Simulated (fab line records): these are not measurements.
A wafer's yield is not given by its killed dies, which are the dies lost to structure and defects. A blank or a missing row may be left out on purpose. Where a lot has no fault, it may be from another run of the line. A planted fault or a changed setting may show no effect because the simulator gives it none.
Which tool is to blame? ; flow nand harc ; 33 wafers from 11 lots sampled at 5 of the route's 1159 steps

## WHAT EACH GAUGE READ, for each wafer
NHARC_END_SORT_01.
lot;measured;on;killed at array
L444;day 22 14:40;prober-01;35 626 34

## EACH LOT AND THE TOOL THAT RAN IT (in order: tool; ch and the chambers of the sampled wafers; start)
lot;NHARC_A_SGD_CUT_STRIP_28;NHARC_A_SLIT_ETCH_24;NHARC_A_SLIT_ETCH_29;NHARC_A_SLIT_STRIP_18
L429;rie diel-12 ch 1,2, day 14 09:31 or earlier;rie diel-13 ch 0,1, day 14 09:31;rie diel-13 ch 0,2,3, day 14 14:34;rie diel-13 ch 2,3, no start
L431;rie diel-03 ch 0,2,3, day 14 10:08 or earlier;rie diel-13 ch 0,1,2, day 14 10:08;rie diel-01 ch 0,2,3, day 14 16:17;rie diel-01 ch 0,2,3, no start
L434;rie diel-12 ch 1,2,3, day 15 00:03 or earlier;rie diel-01 ch 0,1,2, day 15 00:03;rie diel-11 ch 0,1, day 15 02:50;rie diel-11 ch 1,2, no start
L436;rie diel-03 ch 0,1, day 15 23:57 or earlier;rie diel-11 ch 0,1,2, day 15 23:57;rie diel-11 ch 1,3, day 16 02:44;rie diel-11 ch 0,2, no start
L442;rie diel-03 ch 2,3, day 17 08:30 or earlier;rie diel-11 ch 0,1,3, day 17 08:30;rie diel-13 ch 1,2, day 17 11:17;rie diel-13 ch 1,3, no start
L444;rie diel-07 ch 1,2,3, day 17 18:23 or earlier;rie diel-01 ch 0,1,3, day 17 18:23;rie diel-11 ch 0,3, day 17 21:19;rie diel-11 ch 0,3, day 22 14:40 or earlier
L447;rie diel-12 ch 0,1,3, day 18 22:26 or earlier;rie diel-11 ch 2,3, day 18 22:26;rie diel-11 ch 0,3, day 19 01:13;rie diel-11 ch 0,1,2, no start
L449;rie diel-07 ch 0,1,3, day 19 06:07 or earlier;rie diel-11 ch 0,2, day 19 06:07;rie diel-13 ch 2,3, day 19 11:28;rie diel-13 ch 2,3, no start
L452;rie diel-12 ch 0,1,2, day 20 02:13 or earlier;rie diel-11 ch 1,2, day 20 02:13;rie diel-01 ch 0,2,3, day 20 04:59;rie diel-01 ch 0,2, no start
L450;rie diel-03 ch 0,1, day 20 11:25 or earlier;rie diel-13 ch 0,1,3, day 20 11:25;rie diel-01 ch 0,1, day 20 14:13;rie diel-01 ch 1,2, no start
L451;rie diel-12 ch 0,1, day 20 13:26 or earlier;rie diel-13 ch 1,2, day 20 13:26;rie diel-13 ch 1,2, day 20 16:21;rie diel-13 ch 1,2,3, no start
- NHARC_A_SGD_CUT_STRIP_28: strips in O2, time 20 s.
- NHARC_A_SLIT_ETCH_24: etches the open film in CF4/CHF3, target depth 121 nm, time 60.5 s.
- NHARC_A_SLIT_ETCH_29: etches the open film in CF4/O2, target depth 100 nm, overetch 10 nm, time 55 s.
- NHARC_A_SLIT_STRIP_18: strips in O2.

## THE ANSWER, worked out from the rows above alone
Rule: usual is defined by the lots themselves. The widest of any qualifying gaps counts: lots, ordered by their means at a reading, are off when they make up no more than a third of the lots, leave a main group of 4 or more, and stand apart from it by 3 or more times the standard deviation of that group's means. The tables above print the reading to a certain number of digits; a main group whose means all agree to those digits is not used. Also off: a lot with no number at a reading for which 4 or more lots have one. All remaining lots with rows at the step are treated as sound.
None of the lots is off at any reading shown; this tells nothing.

## WHAT HAD BEEN PUT IN BY THE SIMULATOR
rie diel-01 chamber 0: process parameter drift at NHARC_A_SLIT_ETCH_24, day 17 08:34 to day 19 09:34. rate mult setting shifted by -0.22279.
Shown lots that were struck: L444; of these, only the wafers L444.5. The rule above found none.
